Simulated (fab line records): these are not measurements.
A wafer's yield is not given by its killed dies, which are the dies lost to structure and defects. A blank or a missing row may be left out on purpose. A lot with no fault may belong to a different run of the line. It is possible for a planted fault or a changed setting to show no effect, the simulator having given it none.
Which tool was responsible?	flow nand_harc	72 wafers from 24 lots sampled at 2 of the route's 1159 steps

## WHAT EACH GAUGE READ, for each wafer
NHARC_A_CONTACT_CD_MEAS_42 targets a cd of 200 nm.
lot	measured	on	cd_nm (nm)
L074	day 16 08:23	cd_sem-01	199.3 199.3 199.5
L075	day 16 08:39	cd_sem-01	200.5 200.3 200.6
L077	day 17 03:26	cd_sem-02	200.7 200.3 200.3
L076	day 17 01:11	cd_sem-03	199.5 200.1 200.5
L078	day 17 13:19	cd_sem-03	199.8 200.2 200.1
L079	day 17 18:25	cd_sem-01	199.5 199.6 198.8
L080	day 18 05:18	cd_sem-02	199.9 200.1 200.4
L081	day 18 07:09	cd_sem-01	200.5 200.8 200.5
L085	day 18 22:27	cd_sem-03	199.8 200.0 199.5
L084	day 18 22:17	cd_sem-02	200.4 200.0 199.5
L082	day 19 03:30	cd_sem-01	200.8 200.5 199.7
L083	day 19 02:43	cd_sem-01	199.5 199.3 199.3
L086	day 19 15:29	cd_sem-01	198.8 198.9 199.0
L087	day 19 15:13	cd_sem-03	200.1 199.7 199.9
L088	day 20 07:45	cd_sem-01	200.5 199.4 199.9
L089	day 20 08:10	cd_sem-01	200.0 199.8 200.3
L090	day 20 20:44	cd_sem-03	200.4 199.9 199.7
L091	day 20 20:54	cd_sem-01	199.5 200.3 200.1
L092	day 21 02:12	cd_sem-01	200.4 200.0 200.2
L096	day 21 23:56	cd_sem-01	199.6 199.9 199.7
L094	day 21 23:13	cd_sem-03	199.2 199.4 199.1
L093	day 21 19:16	cd_sem-02	199.2 199.4 199.8
L095	day 21 19:06	cd_sem-03	200.6 200.1 200.3
L097	day 22 06:53	cd_sem-01	198.9 199.3 200.3

## WHICH TOOL RAN EACH LOT (tool, then ch and the chambers of the sampled wafers, then the start)
lot	NHARC_A_WL_FILL_STRIP_27
L074	plasma_asher-01 ch 0,1, day 15 04:56
L075	plasma_asher-02 ch 0,1, day 15 06:48
L077	plasma_asher-02 ch 1, day 15 20:50
L076	plasma_asher-01 ch 0,1, day 15 20:50
L078	plasma_asher-01 ch 0,1, day 16 07:56
L079	plasma_asher-01 ch 0,1, day 16 10:27
L080	plasma_asher-01 ch 0,1, day 17 02:15
L081	plasma_asher-01 ch 0,1, day 17 05:25
L085	plasma_asher-02 ch 0,1, day 17 17:01
L084	plasma_asher-01 ch 0,1, day 17 17:19
L082	plasma_asher-02 ch 0,1, day 17 20:08
L083	plasma_asher-01 ch 0,1, day 17 20:22
L086	plasma_asher-01 ch 0, day 18 13:34
L087	plasma_asher-02 ch 0,1, day 18 13:40
L088	plasma_asher-01 ch 0,1, day 19 06:19
L089	plasma_asher-01 ch 0,1, day 19 06:33
L090	plasma_asher-01 ch 0, day 19 14:41
L091	plasma_asher-02 ch 0,1, day 19 15:06
L092	plasma_asher-02 ch 0,1, day 19 19:43
L096	plasma_asher-01 ch 0,1, day 20 09:14
L094	plasma_asher-02 ch 0,1, day 20 09:31
L093	plasma_asher-01 ch 0, day 20 11:59
L095	plasma_asher-02 ch 0,1, day 20 12:04
L097	plasma_asher-01 ch 0,1, day 20 21:13
- NHARC_A_WL_FILL_STRIP_27: strips in N2/H2, time 20 s.

## WHAT THE TOOLS THEMSELVES READ (means of the sampled wafers that have a number; where no wafer has one, the mark that the record gives instead)
NHARC_A_WL_FILL_STRIP_27.
lot	tool	drypump_motor_current_A (A)	heater_power_w (W)
L074	plasma_asher-01	6.16	344
L075	plasma_asher-02	5.82	348
L077	plasma_asher-02	5.67	320
L076	plasma_asher-01	6.12	342
L078	plasma_asher-01	6.02	351
L079	plasma_asher-01	6.11	333
L080	plasma_asher-01	6.00	345
L081	plasma_asher-01	6.01	346
L085	plasma_asher-02	5.97	362
L084	plasma_asher-01	6.16	335
L082	plasma_asher-02	5.98	361
L083	plasma_asher-01	6.14	341
L086	plasma_asher-01	5.84	348
L087	plasma_asher-02	5.97	374
L088	plasma_asher-01	6.00	346
L089	plasma_asher-01	6.03	347
L090	plasma_asher-01	5.87	346
L091	plasma_asher-02	5.81	350
L092	plasma_asher-02	5.98	370
L096	plasma_asher-01	6.00	331
L094	plasma_asher-02	5.81	352
L093	plasma_asher-01	5.85	328
L095	plasma_asher-02	5.82	353
L097	plasma_asher-01	6.16	347

## THE ANSWER, worked out from the rows above alone
Rule: what is usual is taken from the lots themselves. Put in order of their means at a reading, lots are off if they are a third of the lots or fewer, leave a main group of 4 or more, and stand apart from it by a gap of 3 or more times the standard deviation of the main group's means; of several such gaps the widest counts. A main group whose means are all the same, to the digits that the tables above print for the reading, isn't used. Also off: a lot with no number at a reading for which 4 or more lots have one. All remaining lots with rows at the step are treated as sound. The gauges are gone through in route order, then the tools' own readings, and for those a lot's mean is taken as printed above. At the first step where some lot is off, the reading lying furthest off is the one used; lots without a number count as furthest.
No lot is off on any of the readings shown, so nothing can be concluded from this.

## WHAT THE SIMULATOR PUT IN
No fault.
